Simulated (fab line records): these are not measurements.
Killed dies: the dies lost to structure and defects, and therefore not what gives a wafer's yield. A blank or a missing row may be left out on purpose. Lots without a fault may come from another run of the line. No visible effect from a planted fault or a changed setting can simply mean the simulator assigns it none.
Which tool was responsible? || flow nand-harc || 15 lots, 45 wafers sampled, at 3 steps of a route of 1159

## WHAT EACH GAUGE READ, for each wafer
NHARC_A_M1_INSPECT_27.
{"lot": "L545", "measured": "day 18 00:47", "on": "defect-inspect-01", "raw-defect-count": "607 541 551"}
{"lot": "L546", "measured": "day 18 01:29", "on": "defect-inspect-02", "raw-defect-count": "413 347 463"}
{"lot": "L547", "measured": "day 18 03:19", "on": "defect-inspect-01", "raw-defect-count": "382 369 410"}
{"lot": "L543", "measured": "day 18 04:14", "on": "defect-inspect-02", "raw-defect-count": "519 446 476"}
{"lot": "L548", "measured": "day 19 01:05", "on": "defect-inspect-02", "raw-defect-count": "234 307 245"}
{"lot": "L544", "measured": "day 19 03:55", "on": "defect-inspect-01", "raw-defect-count": "418 501 400"}
{"lot": "L549", "measured": "day 19 04:23", "on": "defect-inspect-02", "raw-defect-count": "420 368 320"}
{"lot": "L550", "measured": "day 20 00:38", "on": "defect-inspect-01", "raw-defect-count": "338 924 403"}
{"lot": "L552", "measured": "day 20 00:55", "on": "defect-inspect-02", "raw-defect-count": "433 484 413"}
{"lot": "L551", "measured": "day 20 07:13", "on": "defect-inspect-02", "raw-defect-count": "346 346 328"}
{"lot": "L553", "measured": "day 21 00:35", "on": "defect-inspect-02", "raw-defect-count": "365 283 417"}
{"lot": "L554", "measured": "day 21 03:04", "on": "defect-inspect-01", "raw-defect-count": "418 557 439"}
{"lot": "L560", "measured": "day 21 15:43", "on": "defect-inspect-01", "raw-defect-count": "353 577 511"}
{"lot": "L559", "measured": "day 21 22:07", "on": "defect-inspect-02", "raw-defect-count": "405 447 637"}
{"lot": "L557", "measured": "day 21 22:53", "on": "defect-inspect-02", "raw-defect-count": "436 478 334"}

NHARC_A_BONDPAD_OVL_MEAS_35.
{"lot": "L545", "measured": "day 18 02:49", "on": "overlay-02", "overlay-x-nm (nm)": "1 1 1", "overlay-y-nm (nm)": "5 5 5"}
{"lot": "L546", "measured": "day 18 03:32", "on": "overlay-02", "overlay-x-nm (nm)": "-2 -2 -2", "overlay-y-nm (nm)": "-11 -10 -11"}
{"lot": "L547", "measured": "day 18 05:20", "on": "overlay-02", "overlay-x-nm (nm)": "-1 0 0", "overlay-y-nm (nm)": "-3 -3 -3"}
{"lot": "L543", "measured": "day 18 06:12", "on": "overlay-01", "overlay-x-nm (nm)": "-1 -2 -2", "overlay-y-nm (nm)": "-13 -13 -12"}
{"lot": "L548", "measured": "day 19 03:07", "on": "overlay-02", "overlay-x-nm (nm)": "9 8 9", "overlay-y-nm (nm)": "10 11 11"}
{"lot": "L544", "measured": "day 19 05:56", "on": "overlay-02", "overlay-x-nm (nm)": "6 6 6", "overlay-y-nm (nm)": "-2 -2 -2"}
{"lot": "L549", "measured": "day 19 06:32", "on": "overlay-02", "overlay-x-nm (nm)": "0 0 0", "overlay-y-nm (nm)": "-10 -9 -9"}
{"lot": "L550", "measured": "day 20 02:38", "on": "overlay-02", "overlay-x-nm (nm)": "2 3 3", "overlay-y-nm (nm)": "0 -1 -1"}
{"lot": "L552", "measured": "day 20 03:32", "on": "overlay-02", "overlay-x-nm (nm)": "-1 0 0", "overlay-y-nm (nm)": "-10 -9 -9"}
{"lot": "L551", "measured": "day 20 09:30", "on": "overlay-02", "overlay-x-nm (nm)": "1 1 1", "overlay-y-nm (nm)": "-4 -3 -3"}
{"lot": "L553", "measured": "day 21 02:51", "on": "overlay-02", "overlay-x-nm (nm)": "1 1 1", "overlay-y-nm (nm)": "-1 -2 -2"}
{"lot": "L554", "measured": "day 21 04:56", "on": "overlay-01", "overlay-x-nm (nm)": "-6 -7 -7", "overlay-y-nm (nm)": "0 -1 -1"}
{"lot": "L560", "measured": "day 21 17:46", "on": "overlay-02", "overlay-x-nm (nm)": "3 3 4", "overlay-y-nm (nm)": "-8 -8 -7"}
{"lot": "L559", "measured": "day 22 00:09", "on": "overlay-02", "overlay-x-nm (nm)": "2 2 2", "overlay-y-nm (nm)": "-5 -5 -5"}
{"lot": "L557", "measured": "day 22 00:55", "on": "overlay-01", "overlay-x-nm (nm)": "-4 -4 -4", "overlay-y-nm (nm)": "-8 -8 -7"}

## EACH LOT AND THE TOOL THAT RAN IT (in order: tool; ch and the chambers of the sampled wafers; start)
{"lot": "L545", "NHARC_A_BONDPAD_DEP_00": "pecvd-03 ch 0,2, day 18 01:29"}
{"lot": "L546", "NHARC_A_BONDPAD_DEP_00": "pecvd-04 ch 0,2, day 18 02:12"}
{"lot": "L547", "NHARC_A_BONDPAD_DEP_00": "pecvd-04 ch 0,1,2, day 18 04:04"}
{"lot": "L543", "NHARC_A_BONDPAD_DEP_00": "pecvd-04 ch 1,2, day 18 04:59"}
{"lot": "L548", "NHARC_A_BONDPAD_DEP_00": "pecvd-04 ch 1,2, day 19 03:07 or earlier"}
{"lot": "L544", "NHARC_A_BONDPAD_DEP_00": "pecvd-01 ch 1,2, day 19 04:37"}
{"lot": "L549", "NHARC_A_BONDPAD_DEP_00": "pecvd-01 ch 1,2, day 19 05:05"}
{"lot": "L550", "NHARC_A_BONDPAD_DEP_00": "pecvd-03 ch 1,2, day 20 01:19"}
{"lot": "L552", "NHARC_A_BONDPAD_DEP_00": "pecvd-03 ch 1,2, day 20 02:19"}
{"lot": "L551", "NHARC_A_BONDPAD_DEP_00": "pecvd-03 ch 0,2, day 20 08:17"}
{"lot": "L553", "NHARC_A_BONDPAD_DEP_00": "pecvd-04 ch 0,1,2, day 21 01:40"}
{"lot": "L554", "NHARC_A_BONDPAD_DEP_00": "pecvd-04 ch 0,2, day 21 04:56 or earlier"}
{"lot": "L560", "NHARC_A_BONDPAD_DEP_00": "pecvd-01 ch 1,2, day 21 16:26"}
{"lot": "L559", "NHARC_A_BONDPAD_DEP_00": "pecvd-01 ch 0,1,2, day 21 22:49"}
{"lot": "L557", "NHARC_A_BONDPAD_DEP_00": "pecvd-03 ch 0,1,2, day 21 23:43"}
- NHARC_A_BONDPAD_DEP_00: deposits SiCN, target thk 250 nm.

## AS READ BY THE TOOLS THEMSELVES (means over the sampled wafers that have a number; for cases with no such wafer, the mark the record gives instead)
NHARC_A_BONDPAD_DEP_00.
{"lot": "L545", "tool": "pecvd-03", "heater-power-w (W)": 616, "rf-fwd-power-W (W)": 447.5}
{"lot": "L546", "tool": "pecvd-04", "heater-power-w (W)": 646, "rf-fwd-power-W (W)": 449.2}
{"lot": "L547", "tool": "pecvd-04", "heater-power-w (W)": 664, "rf-fwd-power-W (W)": 450.4}
{"lot": "L543", "tool": "pecvd-04", "heater-power-w (W)": 677, "rf-fwd-power-W (W)": 450.3}
{"lot": "L548", "tool": "pecvd-04", "heater-power-w (W)": 669, "rf-fwd-power-W (W)": 448.5}
{"lot": "L544", "tool": "pecvd-01", "heater-power-w (W)": 477, "rf-fwd-power-W (W)": 448.3}
{"lot": "L549", "tool": "pecvd-01", "heater-power-w (W)": 457, "rf-fwd-power-W (W)": 450.1}
{"lot": "L550", "tool": "pecvd-03", "heater-power-w (W)": 556, "rf-fwd-power-W (W)": 448.0}
{"lot": "L552", "tool": "pecvd-03", "heater-power-w (W)": 591, "rf-fwd-power-W (W)": 450.3}
{"lot": "L551", "tool": "pecvd-03", "heater-power-w (W)": 622, "rf-fwd-power-W (W)": 448.8}
{"lot": "L553", "tool": "pecvd-04", "heater-power-w (W)": 667, "rf-fwd-power-W (W)": 448.5}
{"lot": "L554", "tool": "pecvd-04", "heater-power-w (W)": 556, "rf-fwd-power-W (W)": 449.2}
{"lot": "L560", "tool": "pecvd-01", "heater-power-w (W)": 454, "rf-fwd-power-W (W)": 448.1}
{"lot": "L559", "tool": "pecvd-01", "heater-power-w (W)": 493, "rf-fwd-power-W (W)": 449.1}
{"lot": "L557", "tool": "pecvd-03", "heater-power-w (W)": 586, "rf-fwd-power-W (W)": 449.3}

## THE ANSWER, worked out from the rows above alone
Rule: the usual values come from the lots themselves. Put in order of their means at a reading, lots are off if they are a third of the lots or fewer, leave a main group of 4 or more, and stand apart from it by a gap of 3 or more times the standard deviation of the main group's means; of several such gaps the widest counts. Not used: any main group whose means are identical at the precision the tables above print for the reading. Also off: a lot with no number at a reading for which 4 or more lots have one. Where the step has rows for the other lots, those lots are counted as sound. The gauges are gone through in route order, then the tools' own readings, and for those a lot's mean is taken as printed above. The first step at which some lot is off is used, and at that step the reading that is off furthest; a lot without a number counts as furthest.
No lot is off at any reading shown: from this, nothing can be told.

## WHAT WAS PUT IN BY THE SIMULATOR
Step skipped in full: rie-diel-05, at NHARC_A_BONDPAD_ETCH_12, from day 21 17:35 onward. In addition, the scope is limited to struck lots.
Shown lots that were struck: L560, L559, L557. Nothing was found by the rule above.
